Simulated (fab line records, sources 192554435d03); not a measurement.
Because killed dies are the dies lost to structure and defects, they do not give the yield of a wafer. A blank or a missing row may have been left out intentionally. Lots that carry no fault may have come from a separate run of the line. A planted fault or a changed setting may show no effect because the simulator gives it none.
Matching of chambers :: flow n5 finfet :: N5_FIN_CUT_ETCH_20 on rie diel-06: 4 sister chambers
The step etches SiARC in CF4, target depth 26 nm, time 43.3 s. 18 wafers are shown with their chamber, then 9 later ones without.

EACH WAFER AND ITS CHAMBER
wafer: L075.3
chamber: 1
showerhead plenum p Torr (Torr): 2.11
drypump motor current A (A): 6.5
etch rf on time s (s): 44.1

wafer: L075.5
chamber: 3
showerhead plenum p Torr (Torr): 2.12
drypump motor current A (A): 5.7
etch rf on time s (s): 46.4

wafer: L075.6
chamber: 2
showerhead plenum p Torr (Torr): 2.06
drypump motor current A (A): 6.1
etch rf on time s (s): 44.8

wafer: L076.1
chamber: 3
showerhead plenum p Torr (Torr): 2.12
drypump motor current A (A): 5.7
etch rf on time s (s): 46.2

wafer: L076.2
chamber: 1
showerhead plenum p Torr (Torr): 2.11
drypump motor current A (A): 6.5
etch rf on time s (s): 43.6

wafer: L076.5
chamber: 0
showerhead plenum p Torr (Torr): 2.21
drypump motor current A (A): 6.8
etch rf on time s (s): 45.6

wafer: L081.1
chamber: 2
showerhead plenum p Torr (Torr): 2.05
drypump motor current A (A): 6.1
etch rf on time s (s): 45.8

wafer: L081.2
chamber: 3
showerhead plenum p Torr (Torr): 2.12
drypump motor current A (A): 5.8
etch rf on time s (s): 46.7

wafer: L081.6
chamber: 2
showerhead plenum p Torr (Torr): 2.05
drypump motor current A (A): 6.1
etch rf on time s (s): 45.2

wafer: L083.4
chamber: 0
showerhead plenum p Torr (Torr): 2.20
drypump motor current A (A): 6.8
etch rf on time s (s): 46.2

wafer: L083.5
chamber: 1
showerhead plenum p Torr (Torr): 2.11
drypump motor current A (A): 6.5
etch rf on time s (s): 44.9

wafer: L083.6
chamber: 2
showerhead plenum p Torr (Torr): 2.05
drypump motor current A (A): 6.1
etch rf on time s (s): 44.8

wafer: L084.4
chamber: 1
showerhead plenum p Torr (Torr): 2.11
drypump motor current A (A): 6.5
etch rf on time s (s): 44.8

wafer: L084.5
chamber: 2
showerhead plenum p Torr (Torr): 2.05
drypump motor current A (A): 6.1
etch rf on time s (s): 44.8

wafer: L084.6
chamber: 0
showerhead plenum p Torr (Torr): 2.20
drypump motor current A (A): 6.7
etch rf on time s (s): 45.6

wafer: L085.1
chamber: 3
showerhead plenum p Torr (Torr): 2.11
drypump motor current A (A): 5.8
etch rf on time s (s): 45.8

wafer: L085.4
chamber: 0
showerhead plenum p Torr (Torr): 2.20
drypump motor current A (A): 6.8
etch rf on time s (s): 46.6

wafer: L085.5
chamber: 0
showerhead plenum p Torr (Torr): 2.20
drypump motor current A (A): 6.7
etch rf on time s (s): 46.0

SIGNATURES (means of the wafers above)
reading: showerhead plenum p Torr
chamber 0: 2.2020
chamber 1: 2.1100
chamber 2: 2.0520
chamber 3: 2.1175
scatter within a chamber: 0.0041

reading: drypump motor current A
chamber 0: 6.760
chamber 1: 6.500
chamber 2: 6.100
chamber 3: 5.750
scatter within a chamber: 0.0396

reading: etch rf on time s
chamber 0: 46.000
chamber 1: 44.350
chamber 2: 45.080
chamber 3: 46.275
scatter within a chamber: 0.466
Rule: a wafer's distance from a chamber is the root of the sum, over the readings, of the square of ((its reading less the chamber's mean) divided by the reading's scatter). If the next closest chamber is less than 2 further off than the closest, the wafer can't be placed; otherwise it belongs to the closest. The scatter: take each reading less its chamber's mean, square it, sum over the shown wafers, divide by the number of wafers less the number of chambers, and take the root.

WAFERS MISSING THEIR CHAMBER
wafer: L091.2
showerhead plenum p Torr (Torr): 2.20
drypump motor current A (A): 6.8
etch rf on time s (s): 45.7

wafer: L091.3
showerhead plenum p Torr (Torr): 2.04
drypump motor current A (A): 6.1
etch rf on time s (s): 44.7

wafer: L091.5
showerhead plenum p Torr (Torr): 2.11
drypump motor current A (A): 5.7
etch rf on time s (s): 45.3

wafer: L092.2
showerhead plenum p Torr (Torr): 2.04
drypump motor current A (A): 6.1
etch rf on time s (s): 45.1

wafer: L092.4
showerhead plenum p Torr (Torr): 2.11
drypump motor current A (A): 5.7
etch rf on time s (s): 45.8

wafer: L092.6
showerhead plenum p Torr (Torr): 2.20
drypump motor current A (A): 6.8
etch rf on time s (s): 46.0

wafer: L093.1
showerhead plenum p Torr (Torr): 2.10
drypump motor current A (A): 6.5
etch rf on time s (s): 44.5

wafer: L093.2
showerhead plenum p Torr (Torr): 2.11
drypump motor current A (A): 5.7
etch rf on time s (s): 45.9

wafer: L093.3
showerhead plenum p Torr (Torr): 2.04
drypump motor current A (A): 6.1
etch rf on time s (s): 45.0

CHAMBER TAKEN BY EACH
wafer: L091.2
from the rows above: 0
in truth: 0

wafer: L091.3
from the rows above: 2
in truth: 2

wafer: L091.5
from the rows above: 3
in truth: 3

wafer: L092.2
from the rows above: 2
in truth: 2

wafer: L092.4
from the rows above: 3
in truth: 3

wafer: L092.6
from the rows above: 0
in truth: 0

wafer: L093.1
from the rows above: 1
in truth: 1

wafer: L093.2
from the rows above: 3
in truth: 3

wafer: L093.3
from the rows above: 2
in truth: 2
Correctly placed: 9 of 9. Number that these rows cannot place: 0. Number placed wrongly: 0.
